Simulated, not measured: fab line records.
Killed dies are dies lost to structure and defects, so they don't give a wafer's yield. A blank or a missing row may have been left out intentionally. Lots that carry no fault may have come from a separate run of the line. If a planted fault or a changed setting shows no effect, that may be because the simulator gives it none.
Chamber matching ; flow nand harc ; NHARC_A_CONTACT_DESCUM_74 on rie diel-01 has 4 sister chambers
The step chemistry O2, time 3 s. 8 wafers are shown with their chamber, then 7 later ones without.

## WAFERS WITH THEIR CHAMBER
wafer;chamber;showerhead plenum p Torr (Torr);drypump motor current A (A)
L085.1;3;1.99;6.3
L085.5;1;1.92;5.6
L085.6;2;1.89;6.6
L091.1;0;1.76;6.4
L091.5;0;1.76;6.4
L091.6;3;1.98;6.3
L089.2;2;1.89;6.6
L089.3;1;1.92;5.7

## WAFERS WITH NO CHAMBER GIVEN
wafer;showerhead plenum p Torr (Torr);drypump motor current A (A)
L089.5;1.98;6.3
L088.2;1.98;6.3
L088.4;1.76;6.4
L088.5;1.92;5.7
L092.1;2.08;6.3
L092.4;1.92;5.7
L092.6;1.89;6.7

## THE CHAMBER EACH PASSED THROUGH
wafer;from the rows above;in truth
L089.5;3;3
L088.2;3;3
L088.4;0;0
L088.5;1;1
L092.1;3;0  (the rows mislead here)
L092.4;1;1
L092.6;2;2
Placed correctly: 6 of 7. Not placeable from these rows: 0. Number placed wrongly: 1.
How it was worked out, from the rows above alone: a wafer's distance from a chamber is the root of the sum, over the readings, of the square of ((its reading less the chamber's mean) divided by the reading's scatter). The wafer belongs to the nearest chamber; if the next one is less than 2 further off, it can't be placed. The mean given for a chamber averages the wafers shown for that chamber. The scatter is the square root of a quotient: the sum, over the shown wafers, of each reading's squared deviation from its chamber's mean, divided by wafers minus chambers.
